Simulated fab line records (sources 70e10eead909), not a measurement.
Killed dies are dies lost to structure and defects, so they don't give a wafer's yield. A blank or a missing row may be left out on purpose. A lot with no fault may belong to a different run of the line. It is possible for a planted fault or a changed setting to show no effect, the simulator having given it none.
Chamber matching -- flow nand_harc -- NHARC_A_CHANNEL_FILL_D1_ALD_25 on ald_hk-04 has 4 sister chambers
The step deposits SiOx, target thk 60 nm, pulse time 10 s, ald cycles 600. 4 wafers are shown with their chamber, then 8 later ones without.

WAFERS, EACH WITH ITS CHAMBER
wafer,chamber,heater_power_w (W)
L080.2,3,474
L085.3,1,386
L085.5,0,474
L090.1,2,495

WAFERS WHOSE CHAMBER IS MISSING
wafer,heater_power_w (W)
L090.5,501
L090.6,471
L094.2,403
L094.3,463
L094.6,495
L095.2,508
L095.1,482
L095.5,509

WHICH CHAMBER EACH WENT THROUGH
wafer,from the rows above,in truth
L090.5,can't be placed: 2 or 0 or 3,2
L090.6,can't be placed: 0 or 3 or 2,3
L094.2,1,1
L094.3,can't be placed: 0 or 3 or 2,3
L094.6,can't be placed: 2 or 0 or 3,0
L095.2,can't be placed: 2 or 0 or 3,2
L095.1,can't be placed: 0 or 3 or 2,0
L095.5,can't be placed: 2 or 0 or 3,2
1 of 8 placed correctly. These rows do not allow placing 7 (true chamber among the candidates in 7). Placed wrongly: 0.
How it was worked out, from the rows above alone: a wafer's distance from a chamber is the root of the sum, over the readings, of the square of ((its reading less the chamber's mean) divided by the reading's scatter). The wafer belongs to the nearest chamber; if the next one is less than 2 further off, it can't be placed. The mean given for a chamber averages the wafers shown for that chamber. The scatter: root of mean squared gap, hidden wafer to nearest shown wafer, with one shown wafer a chamber.
